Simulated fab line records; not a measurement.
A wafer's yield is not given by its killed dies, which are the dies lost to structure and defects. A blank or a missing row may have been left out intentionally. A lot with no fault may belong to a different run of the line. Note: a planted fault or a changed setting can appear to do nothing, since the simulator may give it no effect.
Chamber matching	flow n5 finfet	3 sister chambers for N5_BEOL_M5_ILD_DEP_00 on pecvd-02
The step deposits SiCOH lowk from DEMS/porogen, target thk 140.64 nm, time 25.9 s. 6 wafers are shown with their chamber, then 10 later ones without.

== WAFERS, EACH WITH ITS CHAMBER ==
wafer	chamber	throttle valve pct (%)	showerhead plenum p Torr (Torr)
L086.1	1	15.3	5.731
L085.5	2	13.5	5.747
L089.1	2	13.5	5.722
L089.6	0	15.1	5.715
L088.1	1	15.2	5.728
L088.3	0	15.0	5.727

== WAFERS WITHOUT THEIR CHAMBER ==
wafer	throttle valve pct (%)	showerhead plenum p Torr (Torr)
L088.4	15.3	5.722
L091.4	15.1	5.725
L091.5	15.0	5.708
L091.6	13.6	5.737
L092.1	15.6	5.743
L092.3	14.8	5.720
L092.4	15.1	5.733
L096.3	15.3	5.736
L096.5	15.2	5.728
L096.6	13.4	5.743

== WHICH CHAMBER EACH WENT THROUGH ==
wafer	from the rows above	in truth
L088.4	1	1
L091.4	can't be placed: 0 or 1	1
L091.5	0	0
L091.6	2	2
L092.1	1	1
L092.3	0	0
L092.4	can't be placed: 0 or 1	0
L096.3	1	1
L096.5	can't be placed: 1 or 0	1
L096.6	2	2
Correct placement for 7 of the 10. From these rows, 3 cannot be placed; in 3 the true chamber is one of the candidates. 0 placed wrongly.
How it was worked out, from the rows above alone: a wafer's distance from a chamber is the root of the sum, over the readings, of the square of ((its reading less the chamber's mean) divided by the reading's scatter). The wafer belongs to the nearest chamber; if the next one is less than 2 further off, it can't be placed. A chamber's mean is the mean of its shown wafers. How the scatter is found: for the shown wafers, subtract from each reading the mean of its chamber, square and add these, divide the total by (wafers less chambers), then take the root.
